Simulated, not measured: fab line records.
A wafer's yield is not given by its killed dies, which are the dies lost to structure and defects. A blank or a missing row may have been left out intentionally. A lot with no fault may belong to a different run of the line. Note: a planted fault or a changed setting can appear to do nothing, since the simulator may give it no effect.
Matching of chambers	flow n5 finfet	rie si-05 running N5_DUMMY_GATE_ETCH_23: 4 sister chambers
The step etches poly-Si in HBr/Cl2/O2, target depth 41 nm, time 22.3 s. 4 wafers are shown with their chamber, then 8 later ones without.

## WAFERS PAIRED WITH THEIR CHAMBERS
wafer	chamber	drypump motor current A (A)
L079.2	2	4.9
L079.3	1	5.8
L079.4	3	6.1
L080.1	0	6.0

## WAFERS MISSING THEIR CHAMBER
wafer	drypump motor current A (A)
L080.3	4.9
L080.5	6.0
L083.2	6.1
L083.5	6.1
L083.6	4.9
L089.1	5.7
L089.2	6.1
L089.4	4.8

## CHAMBER TAKEN BY EACH
wafer	from the rows above	in truth
L080.3	2	2
L080.5	can't be placed: 0 or 3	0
L083.2	can't be placed: 3 or 0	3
L083.5	can't be placed: 3 or 0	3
L083.6	2	2
L089.1	1	1
L089.2	can't be placed: 3 or 0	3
L089.4	2	2
Correctly placed: 4 of 8. Cannot be placed on the basis of these rows: 4; the candidates contain the true chamber in 4. Number placed wrongly: 0.
How it was worked out, from the rows above alone: a wafer's distance from a chamber is the root of the sum, over the readings, of the square of ((its reading less the chamber's mean) divided by the reading's scatter). The wafer belongs to the nearest chamber; if the next one is less than 2 further off, it can't be placed. Each chamber's mean is taken over the wafers shown for it. The scatter (one wafer shown for each chamber): square how far every hidden wafer sits from the nearest shown wafer, average those squares and take the square root.
